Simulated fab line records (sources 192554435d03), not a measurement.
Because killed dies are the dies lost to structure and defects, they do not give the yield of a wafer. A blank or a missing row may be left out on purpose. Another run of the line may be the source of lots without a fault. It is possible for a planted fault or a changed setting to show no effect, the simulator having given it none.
A single fault, viewed from 3 desks :: flow n5-finfet :: each desk has only its own numbers; what lay behind them comes last

THE DEFECT DESK
Inspection counts along the route, by lot: the mean over sampled wafers that carry a number. Any lot whose mean is over 4 standard deviations away from the usual mean is out of limits and marked OUT; that distance is given in the brackets.
Columns: A = raw-defect-count at N5_PMOS_HMC_CHANNEL_EPI_INSPECT_11, usual 2.1
lot: L220
first seen here: day 1 19:06
A: 2.3

lot: L222
first seen here: day 2 05:23
A: 1.7

lot: L224
first seen here: day 2 17:38
A: 1.0

lot: L229
first seen here: day 3 23:25
A: 2.0

lot: L230
first seen here: day 4 05:16
A: 1.0

lot: L232
first seen here: day 4 18:57
A: 2.3

lot: L234
first seen here: day 5 05:16
A: 1.0

lot: L235
first seen here: day 5 11:24
A: 3.0

lot: L239
first seen here: day 6 12:41
A: 1.0

lot: L242
first seen here: day 7 06:39
A: 4.0

lot: L243
first seen here: day 7 12:02
A: 2.0
This desk found nothing out of limits on any of the 11 lots.

FOR THE TOOL OWNER'S DESK: rie-si-01
The tool's own readings at N5_PMOS_HMC_CHANNEL_EPI_FIN_RECESS_16 (chemistry HBr/Cl2, target Si, target depth 54 nm, time 18 s): means of the sampled wafers that have a number, for each lot that ran on this tool. Any lot whose mean is over 4 standard deviations away from the usual mean is out of limits and marked OUT; that distance is given in the brackets.
Columns: A = bias-w at N5_PMOS_HMC_CHANNEL_EPI_FIN_RECESS_16, usual 75.01 W; B = drypump-motor-current-A at N5_PMOS_HMC_CHANNEL_EPI_FIN_RECESS_16, usual 5.9 A; C = oes-product-au at N5_PMOS_HMC_CHANNEL_EPI_FIN_RECESS_16, usual 0.995 a.u.; D = throttle-valve-pct at N5_PMOS_HMC_CHANNEL_EPI_FIN_RECESS_16, usual 35.5 %
lot: L220
first seen here: day 1 19:39
A: 74.97
B: 6.0
C: 0.992
D: 35.8

lot: L229
first seen here: day 4 00:09
A: 75.12
B: 6.3
C: 0.981
D: 35.8

lot: L230
first seen here: day 4 06:05
A: 74.98
B: 6.1
C: 0.991
D: 35.9
This desk found nothing out of limits on any of the 3 lots.

METROLOGY DESK
Lot by lot, what the gauges showed, no matter which tool ran the lot: averages of those sampled wafers that carry a number. Any lot whose mean is over 4 standard deviations away from the usual mean is out of limits and marked OUT; that distance is given in the brackets.
Columns: A = HMC_CMP_THK at N5_PMOS_HMC_CHANNEL_EPI_THK_MEAS_22, usual 54.3 nm
lot: L220
first seen here: day 1 21:27
A: 54.4

lot: L222
first seen here: day 2 07:41
A: 55.3

lot: L224
first seen here: day 2 20:07
A: 54.0

lot: L229
first seen here: day 4 01:58
A: 57.6 (+4.1) OUT

lot: L230
first seen here: day 4 07:53
A: 57.3

lot: L232
first seen here: day 4 21:14
A: 54.1

lot: L234
first seen here: day 5 07:52
A: 54.7

lot: L235
first seen here: day 5 13:42
A: 54.7

lot: L239
first seen here: day 6 15:04
A: 54.2

lot: L242
first seen here: day 7 09:10
A: 54.8

lot: L243
first seen here: day 7 14:27
A: 54.5
This desk's result: L229 out of limits, first on L229 (HMC_CMP_THK at N5_PMOS_HMC_CHANNEL_EPI_THK_MEAS_22), day 4 01:58. Within limits: L220, L222, L224, L230, L232, L234, L235, L239, L242, L243.

TAKEN TOGETHER
At day 4 01:58 the metrology desk could have sounded an alarm, on L229.
Nothing out of limits was seen by the defect desk.
The tool owner's desk saw nothing out of limits.
The defect desk has L229 on record, within its limits.
The tool owner's desk has L229 on record, within its limits.
N5_PMOS_HMC_CHANNEL_EPI_FIN_RECESS_16 was run on rie-si-01 by each of the lots named.

WHAT THE SIMULATOR HAD PUT IN
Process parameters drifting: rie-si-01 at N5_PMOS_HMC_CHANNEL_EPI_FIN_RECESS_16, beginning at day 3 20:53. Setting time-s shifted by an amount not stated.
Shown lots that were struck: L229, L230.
Per desk, hours elapsed from the start of the fault to the first reading out of limits: for the metrology desk, 5.
